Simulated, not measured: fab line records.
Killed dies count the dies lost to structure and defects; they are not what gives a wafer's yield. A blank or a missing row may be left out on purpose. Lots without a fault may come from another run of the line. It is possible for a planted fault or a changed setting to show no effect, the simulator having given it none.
fab line records -- flow n5-finfet
[record] lots = 7, wafers = 19, last-day = 18
route steps=1938 shown BEOL_M15@1775 PASSIVATION@1936
lots that met no fault: from a run of the same line without faults
start-h: hours from the record's opening day to when the first of the lot's shown wafers began -- wait-h: hours from the lot's prior step to this one -- " the same as in the row above -- L1.1+2: a single row standing in for several wafers -- - value missing, or start not given -- * or withheld: withheld -- < > ~ a bound
route shown NAME@n: NAME is a module with steps in the file, n the number in the route of the first one -- usual: average and standard deviation across the fault-free wafers -- same: alike in all rows -- chamber/n: place in a boat -- sites: the reading at each site -- _std_site: standard deviation across them -- _edge_site: mean of outer sites minus mean of inner sites -- radius-mm: how far each site lies from the wafer's centre -- mask NAME#n: copy n -- behind: tool/chamber where the wafer was last shaped -- hold: why the lot went on hold/how many hours it stayed there/how the hold came to an end -- device: the n, p or np transistor that did not switch -- end of line: tests run on the same wafers once the route is complete -- step lacking rows: just its recipe -- killed: dies lost to structure and defects at the first sort, not the wafer's yield -- map: the dies of a wafer, with x for killed, . for not killed, _ for no die there
set.NAME: the setting that was run; set.NAME@STEP: the one run at that earlier step -- model.NAME: the simulator's own value behind a step, which no gauge read
a table for each step, a row for each wafer; lots at some steps of the route
services: from which hour (start-h, from the record's first day; less than 0 if before it) a tool's chamber was out of use, for how many hours, and why
[[steps]]
[step N5_BEOL_M15_COAT_58]
[recipe] resist = BARC, temp-c = 205, time-s = 60, spin-rpm = 1500, resist-thk-nm = 89
[step N5_BEOL_M15_COAT_04]
[recipe] spin-rpm = 1704, resist-thk-nm = 800
[step N5_BEOL_M15_EBR_06]
[recipe] solvent = PGMEA, ebr-width-mm = 1.5
[step N5_BEOL_M15_SOFTBAKE_05]
[recipe] temp-c = 130, time-s = 60
[step N5_BEOL_M15_EXPOSE_07]
[recipe] mask-id = V14, na = 0.8, source-shape = annular, sigma-inner = 0.5, sigma-outer = 0.8, polarization = unpolarized, attpsm-phase-deg = 180, dose-mj = 41.25
[step N5_BEOL_M15_PEB_08]
[recipe] peb-temp-c = 130, peb-time-s = 90
[step N5_BEOL_M15_DEVELOP_09]
[recipe] develop-time-s = 45, rinse-liquid = diw, dry = air-spin, dev-temp-c = 21
[step N5_BEOL_M15_HARDBAKE_14]
[recipe] temp-c = 130, time-s = 120
[step N5_BEOL_M15_CD_MEAS_10]
[recipe] target-cd-nm = 360, landing-energy-ev = 500, detector = se-inlens, polarity = opening
[usual] cd-nm = 359.4/1.6
lot.wafer,tool,chamber,start-h,wait-h,cd-nm
L518.2,cd-sem-02,0,253.31,-,359.7
L518.3,cd-sem-02,0,253.31,-,357.2
L518.6,cd-sem-02,0,253.31,-,359.5
L526.1,cd-sem-03,0,296.60,-,358.0
L526.2,cd-sem-03,0,296.60,-,357.0
L526.6,cd-sem-03,0,296.60,-,359.2
L527.4,cd-sem-01,0,312.44,-,357.7
L527.6,cd-sem-01,0,312.44,-,359.2
L529.3,cd-sem-03,0,323.87,-,359.4
L529.4,cd-sem-03,0,323.87,-,359.1
L529.6,cd-sem-03,0,323.87,-,361.4
L530.2,cd-sem-03,0,330.81,-,359.1
L530.5,cd-sem-03,0,330.81,-,359.5
L532.1,cd-sem-01,0,331.67,-,358.8
L532.3,cd-sem-01,0,331.67,-,361.9
L532.5,cd-sem-01,0,331.67,-,357.1
L540.2,cd-sem-01,0,410.48,-,359.9
L540.3,cd-sem-01,0,410.48,-,361.3
L540.5,cd-sem-01,0,410.48,-,357.9
[step N5_BEOL_M15_OVL_MEAS_11]
[recipe] points-per-wafer = 44
[usual] V14_OVL = 1/5.5
lot.wafer,tool,chamber,start-h,wait-h,V14_OVL[nm]
L518.2,overlay-02,0,253.34,0.0,-1
L518.3,overlay-02,0,253.34,0.0,-2
L518.6,overlay-02,0,253.34,0.0,2
L526.1,overlay-01,0,296.63,0.0,-6
L526.2,overlay-01,0,296.63,0.0,6
L526.6,overlay-01,0,296.63,0.0,3
L527.4,overlay-02,0,312.47,0.0,2
L527.6,overlay-02,0,312.47,0.0,-2
L529.3,overlay-01,0,323.90,0.0,3
L529.4,overlay-01,0,323.90,0.0,0
L529.6,overlay-01,0,323.90,0.0,2
L530.2,overlay-01,0,330.84,0.0,-3
L530.5,overlay-01,0,330.84,0.0,-9
L532.1,overlay-02,0,331.70,0.0,5
L532.3,overlay-02,0,331.70,0.0,4
L532.5,overlay-02,0,331.70,0.0,8
L540.2,overlay-01,0,410.51,0.0,3
L540.3,overlay-01,0,410.51,0.0,3
L540.5,overlay-01,0,410.51,0.0,6
[step N5_BEOL_M15_INSPECT_12]
[recipe] mode = adi, inspect-instrument = macro
[usual] raw-defect-count = 2.0/1.6
lot.wafer,tool,chamber,start-h,wait-h,raw-defect-count
L518.2,defect-inspect-02,-,253.37,0.0,0
L518.3,defect-inspect-02,-,253.37,0.0,2
L518.6,defect-inspect-02,-,253.37,0.0,2
L526.1,defect-inspect-02,-,296.65,0.0,3
L526.2,defect-inspect-02,-,296.65,0.0,1
L526.6,defect-inspect-02,-,296.65,0.0,2
L527.4,defect-inspect-01,-,312.49,0.0,0
L527.6,defect-inspect-01,-,312.49,0.0,0
L529.3,defect-inspect-01,-,323.92,0.0,1
L529.4,defect-inspect-01,-,323.92,0.0,0
L529.6,defect-inspect-01,-,323.92,0.0,1
L530.2,defect-inspect-01,-,330.87,0.0,2
L530.5,defect-inspect-01,-,330.87,0.0,0
L532.1,defect-inspect-02,-,331.72,0.0,1
L532.3,defect-inspect-02,-,331.72,0.0,2
L532.5,defect-inspect-02,-,331.72,0.0,5
L540.2,defect-inspect-01,-,410.54,0.0,2
L540.3,defect-inspect-01,-,410.54,0.0,4
L540.5,defect-inspect-01,-,410.54,0.0,3
[step N5_BEOL_M15_DESCUM_15]
[recipe] chemistry = O2, time-s = 7.9, source-power-w = 50, bias-power-w = 20, pressure-mtorr = 20, rf-frequency-hz = 2.712e+07, temp-c = 40, o2-flow-sccm = 225
[usual] drypump-motor-current-A = 5.8/0.52, oes-product-au = 0.78/0.079, rf-vpp-V = 243.5/1.3, showerhead-plenum-p-Torr = 2.11/0.065, throttle-valve-pct = 20.4/0.35
lot.wafer,tool,chamber,start-h,wait-h,drypump-motor-current-A,oes-product-au,rf-hours-counter-h,rf-vpp-V,showerhead-plenum-p-Torr,throttle-valve-pct
L518.2,rie-diel-02,2,253.46,0.1,6.6,0.87,45,245.2,2.11,19.8
L518.3,rie-diel-02,3,253.46,0.1,6.6,0.88,50,244.5,2.21,20.3
L518.6,rie-diel-02,1,253.46,0.1,5.4,0.82,-,243.7,2.09,20.0
L526.1,rie-diel-03,1,296.73,0.1,6.0,0.72,204,241.0,1.99,20.6
L526.2,rie-diel-03,0,296.73,0.1,5.9,0.73,196,243.3,2.08,20.5
L526.6,rie-diel-03,1,296.73,0.1,6.0,0.72,-,243.2,1.99,20.6
L527.4,rie-diel-03,2,312.53,0.0,5.0,0.76,142,245.4,2.10,20.7
L527.6,rie-diel-03,1,312.53,0.0,6.0,0.71,-,242.2,1.98,20.6
L529.3,rie-diel-03,2,323.95,0.0,5.0,0.76,147,243.8,2.10,20.7
L529.4,rie-diel-03,0,323.95,0.0,5.9,0.71,206,243.7,2.08,20.5
L529.6,rie-diel-03,0,323.95,0.0,5.9,0.72,-,243.1,2.07,20.5
L530.2,rie-diel-03,2,330.90,0.0,5.1,0.76,150,243.5,2.10,20.7
L530.5,rie-diel-03,0,330.90,0.0,5.9,0.72,-,243.1,2.07,20.5
L532.1,rie-diel-02,1,331.93,0.2,5.4,0.79,115,244.1,2.08,20.0
L532.3,rie-diel-02,2,331.93,0.2,6.6,0.82,74,243.2,2.10,19.9
L532.5,rie-diel-02,0,331.93,0.2,5.1,0.67,-,243.3,2.05,20.9
L540.2,rie-diel-03,3,410.57,0.0,5.6,0.79,103,244.4,2.20,20.3
L540.3,rie-diel-03,0,410.57,0.0,5.9,0.71,231,241.4,2.07,20.5
L540.5,rie-diel-03,3,410.57,0.0,5.6,0.81,-,244.4,2.20,20.3
[step N5_BEOL_M15_ETCH_59]
[recipe] chemistry = N2/H2, target = BARC, target-depth-a = 890, overetch-a = 267, time-s = 67.9, ion-energy-ev = 200, pressure-mtorr = 30, source-w = 840, bias-w = 150, n2-flow-sccm = 200, h2-flow-sccm = 200
[usual] drypump-motor-current-A = 5.8/0.52, oes-product-au = 0.67/0.064, rf-vpp-V = 524.5/2.3, run-length-s = 91.2/0.48, showerhead-plenum-p-Torr = 2.56/0.082, throttle-valve-pct = 17.85/0.24
lot.wafer,tool,chamber,start-h,wait-h,drypump-motor-current-A,oes-product-au,rf-hours-counter-h,rf-vpp-V,run-length-s,showerhead-plenum-p-Torr,throttle-valve-pct,model.coat_of_BEOL_M15_COAT_04.thk-nm,model.etch.depth-nm
L518.2,rie-diel-02,2,253.50,0.0,6.6,0.72,45,524.7,90.9,2.60,17.61,718.8,88.62
L518.3,rie-diel-02,3,253.50,0.0,6.6,0.74,50,527.3,91.0,2.70,17.78,718.4,88.68
L518.6,rie-diel-02,1,253.50,0.0,5.4,0.69,-,524.1,91.8,2.57,17.54,717,88.32
L526.1,rie-diel-03,1,296.77,0.0,6.0,0.62,204,521.0,91.7,2.40,18.01,720.2,89.18
L526.2,rie-diel-03,0,296.77,0.0,5.9,0.63,196,524.5,91.2,2.53,17.99,718.8,89.22
L526.6,rie-diel-03,1,296.77,0.0,6.0,0.62,-,520.6,91.8,2.40,18.00,714.2,89.21
L527.4,rie-diel-03,2,312.56,0.0,5.0,0.66,142,524.4,90.9,2.53,17.92,722,88.91
L527.6,rie-diel-03,1,312.56,0.0,6.0,0.71,-,521.5,74.5,2.40,18.05,735.8,84.01
L529.3,rie-diel-03,2,323.99,0.0,5.0,0.65,147,523.5,90.8,2.53,17.94,720.2,88.95
L529.4,rie-diel-03,0,323.99,0.0,6.0,0.62,206,521.8,91.8,2.52,18.02,719,89.28
L529.6,rie-diel-03,0,323.99,0.0,5.9,0.72,-,524.1,74.9,2.52,18.04,737.2,84.43
L530.2,rie-diel-03,2,330.93,0.0,5.0,0.75,150,524.1,73.7,2.53,17.96,735.8,83.79
L530.5,rie-diel-03,0,330.93,0.0,5.9,0.62,-,524.0,91.5,2.52,18.01,720,89
L532.1,rie-diel-02,1,331.96,0.0,5.4,0.67,115,524.6,92.4,2.56,17.62,714.8,88.48
L532.3,rie-diel-02,2,331.96,0.0,6.6,0.71,74,525.9,90.9,2.59,17.65,718,88.62
L532.5,rie-diel-02,0,331.96,0.0,5.1,0.57,-,523.7,91.4,2.49,18.32,719,88.56
L540.2,rie-diel-03,3,410.61,0.0,5.6,0.69,103,529.3,91.4,2.67,17.70,715.6,88.95
L540.3,rie-diel-03,0,410.61,0.0,5.9,0.60,231,524.2,91.2,2.51,18.03,721,88.93
L540.5,rie-diel-03,3,410.61,0.0,5.6,0.68,-,528.4,91.6,2.67,17.72,717.6,89.2
[step N5_BEOL_M15_VIA_ETCH_16]
[recipe] chemistry = C4F8/O2/Ar, target = SiO2, he-inner-torr = 15, he-outer-torr = 30, target-depth-a = 17922, time-s = withheld, ion-energy-ev = 800, pressure-mtorr = 20, source-w = 1905, bias-w = 2040, Ar_flow_sccm = 400, C4F8_flow_sccm = 16, O2_flow_sccm = 12, ends = cleared
[usual] C4F8_flow_sccm = 16.00/0.047, drypump-motor-current-A = 5.8/0.52, oes_f_703_au = 0.78/0.083, oes-product-au = 0.70/0.072, rf-vpp-V = 2220/40, showerhead-plenum-p-Torr = 3.47/0.097, throttle-valve-pct = 30.8/0.37
lot.wafer,tool,chamber,start-h,wait-h,C4F8_flow_sccm,drypump-motor-current-A,oes_f_703_au,oes-product-au,rf-vpp-V,showerhead-plenum-p-Torr,throttle-valve-pct,model.coat_of_BEOL_M15_COAT_04.thk-nm
L518.2,rie-diel-02,2,253.55,0.0,15.96,6.7,0.84,0.78,2266,3.49,30.4,341
L518.3,rie-diel-02,3,253.55,0.0,15.98,6.6,0.88,0.79,2250,3.63,30.8,338.2
L518.6,rie-diel-02,1,253.55,0.0,16.04,5.4,0.82,0.74,2209,3.46,30.5,337.2
L526.1,rie-diel-03,1,296.82,0.0,16.05,6.0,0.73,0.65,2137,3.27,31.0,350.6
L526.2,rie-diel-03,0,296.82,0.0,15.94,5.9,0.71,0.66,2205,3.43,30.9,331.4
L526.6,rie-diel-03,1,296.82,0.0,16.06,6.0,0.73,0.65,2138,3.27,31.0,331.4
L527.4,rie-diel-03,2,312.61,0.0,16.03,5.0,0.77,0.68,2190,3.43,31.0,330.6
L527.6,rie-diel-03,1,312.61,0.0,16.02,6.0,0.73,0.64,2137,3.27,31.0,350.6
L529.3,rie-diel-03,2,324.04,0.0,16.00,5.0,0.75,0.68,2189,3.43,31.0,331.6
L529.4,rie-diel-03,0,324.04,0.0,15.92,5.9,0.71,0.64,2207,3.42,30.9,328.4
L529.6,rie-diel-03,0,324.04,0.0,15.98,5.9,0.70,0.65,2205,3.42,30.9,340.8
L530.2,rie-diel-03,2,330.99,0.0,15.97,5.0,0.75,0.68,2188,3.43,31.0,353.6
L530.5,rie-diel-03,0,330.99,0.0,15.97,5.9,0.71,0.64,2206,3.42,30.9,335
L532.1,rie-diel-02,1,332.02,0.0,15.96,5.4,0.79,0.71,2207,3.44,30.5,338.6
L532.3,rie-diel-02,2,332.02,0.0,15.96,6.6,0.81,0.74,2265,3.48,30.4,347.8
L532.5,rie-diel-02,0,332.02,0.0,16.01,5.1,0.66,0.60,2235,3.39,31.4,331
L540.2,rie-diel-03,3,410.66,0.0,15.96,5.6,0.81,0.72,2165,3.61,30.9,346.6
L540.3,rie-diel-03,0,410.66,0.0,15.96,5.9,0.68,0.64,2205,3.41,30.9,324.8
L540.5,rie-diel-03,3,410.66,0.0,15.90,5.7,0.82,0.72,2165,3.61,30.9,338.4
[step N5_BEOL_M15_STRIP_63]
[recipe] chemistry = O2, power-w = 600, temp-c = 60, pressure-mtorr = 30, rf-frequency-hz = 6e+07, bias-power-w = 0, overash-fraction = 0.3, o2-flow-sccm = 225
[usual] drypump-motor-current-A = 5.8/0.53, oes-product-au = 0.78/0.08, rf-vpp-V = 3.7/0.7, showerhead-plenum-p-Torr = 2.11/0.064, throttle-valve-pct = 16.6/0.34
lot.wafer,tool,chamber,start-h,wait-h,drypump-motor-current-A,oes-product-au,rf-hours-counter-h,rf-vpp-V,showerhead-plenum-p-Torr,throttle-valve-pct
L518.2,rie-diel-02,2,-,-,6.6,0.87,45,3.0,2.12,16.0
L518.3,rie-diel-02,3,-,-,6.6,0.89,50,4.7,2.22,16.5
L518.6,rie-diel-02,1,-,-,5.4,0.81,-,4.0,2.10,16.2
L526.1,rie-diel-03,1,-,-,6.0,0.72,205,3.0,1.99,16.9
L526.2,rie-diel-03,0,-,-,5.9,0.74,196,3.8,2.08,16.8
L526.6,rie-diel-03,1,-,-,6.0,0.72,-,3.9,1.99,16.9
L527.4,rie-diel-03,2,-,-,5.0,0.77,142,2.6,2.11,16.9
L527.6,rie-diel-03,1,-,-,6.0,0.71,-,3.6,1.99,16.9
L529.3,rie-diel-03,2,-,-,5.0,0.76,147,4.2,2.10,16.9
L529.4,rie-diel-03,0,-,-,5.9,0.71,207,3.7,2.08,16.8
L529.6,rie-diel-03,0,-,-,5.9,0.72,-,3.2,2.08,16.8
L530.2,rie-diel-03,2,-,-,5.0,0.75,150,3.4,2.11,16.9
L530.5,rie-diel-03,0,-,-,5.9,0.72,-,3.8,2.08,16.8
L532.1,rie-diel-02,1,-,-,5.4,0.79,115,2.7,2.08,16.3
L532.3,rie-diel-02,2,-,-,6.6,0.82,74,3.8,2.11,16.2
L532.5,rie-diel-02,0,-,-,5.1,0.68,-,3.2,2.05,17.1
L540.2,rie-diel-03,3,-,-,5.6,0.79,104,3.6,2.21,16.5
L540.3,rie-diel-03,0,-,-,5.9,0.70,231,3.6,2.07,16.8
L540.5,rie-diel-03,3,-,-,5.6,0.78,-,3.3,2.21,16.5
[step N5_PASSIVATION_PROBE_49]
[usual] defect-limited-yield = 90.9/1.5, killed_at_M0_to_M3 = 35/10, killed_at_M4_up = 14/5.2, killed-at-contacts = 13/7.3, killed-at-front-end = 42/12, killed-at-other = 3.4/2.5, killed-dies = 108/18, killed-open = 70/13, killed-short = 35/8, sort_bin_5_function = 5.4/1, sort_bin_6_memory = 3.4/0.71, sort-n-pass = 1072/18, sort-yield-pct = 90.9/1.5
[same] gross-dies = 1180, killed-at-back-side = 0, sort_bin_4_leakage[%] = 0, sort_bin_8_speed[%] = 0
lot.wafer,tool,chamber,start-h,wait-h,defect-limited-yield[%],killed_at_M0_to_M3,killed_at_M4_up,killed-at-contacts,killed-at-front-end,killed-at-other,killed-dies,killed-open,killed-short,sort_bin_5_function[%],sort_bin_6_memory[%],sort-n-pass,sort-yield-pct[%]
L530.2,prober-01,-,366.40,0.1,92.5,17,16,13,36,6,88,54,33,4.4,2.5,1092,92.5
// killed by level:class
L530.2 FIN_SAQP:geometric-particle:short=9 FIN_SAQP:geometric-particle:open=8 STI_FIN_REVEAL:geometric-particle:open=8 MOL_CONTACT_COAG:geometric-particle:short=7 BEOL_M4:geometric-particle:open=7 MOL_CONTACT_COAG:geometric-particle:open=6 BEOL_M0_SAQP:geometric-particle:short=5 BEOL_M3:geometric-particle:open=5
[[services]]
tool,chamber,start-h,hours,kind
rie-diel-03,0,236.50,2.5,repair
rie-diel-02,1,266.25,1.6,repair
rie-diel-02,0,307.62,3.9,repair
rie-diel-02,0,333.52,-,clean
rie-diel-02,0,333.52,-,consumable-replace:focus-ring
rie-diel-02,0,333.52,15.5,scheduled-down
rie-diel-02,0,333.52,15.5,vent-cycle
rie-diel-03,3,356.86,1.3,repair
rie-diel-02,-,385.55,2.8,pm
rie-diel-03,1,405.82,16.8,repair
[[key]]
[first-sign] step = N5_BEOL_M15_ETCH_59, reading = run-length-s, direction = down, sigmas = 35, usual = *, struck = *
effect none on later readings
[model-effect] step = N5_BEOL_M15_ETCH_59, value = coat_of_BEOL_M15_COAT_04.thk-nm, without = 720.7, struck = 736.3
[model-effect] step = N5_BEOL_M15_VIA_ETCH_16, value = coat_of_BEOL_M15_COAT_04.thk-nm, without = 332.8, struck = 348.3
met-at N5_BEOL_M15_ETCH_59
struck-wafers L527.6,L529.6,L530.2
onset-between 296.77 312.56
[fault] kind = process-parameter-drift, tool = rie-diel-03, chamber = -, onset-h = 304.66, steps = N5_BEOL_M15_ETCH_59, channel = time-s, offset = *, shape = step, end-h = 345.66, scope = struck-wafers-only, acts-in = *, stated = *
